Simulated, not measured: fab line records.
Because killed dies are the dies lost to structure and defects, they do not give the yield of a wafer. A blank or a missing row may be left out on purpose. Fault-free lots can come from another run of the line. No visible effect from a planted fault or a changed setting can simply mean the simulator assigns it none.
Matching of chambers | flow n5Finfet | N5_BEOL_M15_DESCUM_33 on rieDiel-02 has 4 sister chambers
The step chemistry O2, time 7.9 s. 4 wafers are shown with their chamber, then 7 later ones without.

## WAFERS WITH THEIR CHAMBER
wafer  | chamber | showerheadPlenumPTorr (Torr)
L080.2 | 1       | 2.22
L084.6 | 2       | 1.98
L091.2 | 0       | 2.13
L091.3 | 3       | 2.14

## WAFERS MISSING THEIR CHAMBER
wafer  | showerheadPlenumPTorr (Torr)
L091.6 | 2.21
L092.1 | 2.21
L092.3 | 2.14
L092.4 | 2.21
L094.1 | 2.20
L094.2 | 2.13
L094.6 | 2.14

## WHICH CHAMBER EACH ONE RAN IN
wafer  | from the rows above     | in truth
L091.6 | 1                       | 1
L092.1 | 1                       | 1
L092.3 | can't be placed: 3 or 0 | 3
L092.4 | 1                       | 1
L094.1 | 1                       | 1
L094.2 | can't be placed: 0 or 3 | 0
L094.6 | can't be placed: 3 or 0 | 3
4 of 7 placed correctly. These rows do not allow placing 3 (true chamber among the candidates in 3). Number placed wrongly: 0.
How it was worked out, from the rows above alone: a wafer's distance from a chamber is the root of the sum, over the readings, of the square of ((its reading less the chamber's mean) divided by the reading's scatter). If the next closest chamber is less than 2 further off than the closest, the wafer can't be placed; otherwise it belongs to the closest. The mean given for a chamber averages the wafers shown for that chamber. The scatter: root of mean squared gap, hidden wafer to nearest shown wafer, with one shown wafer a chamber.
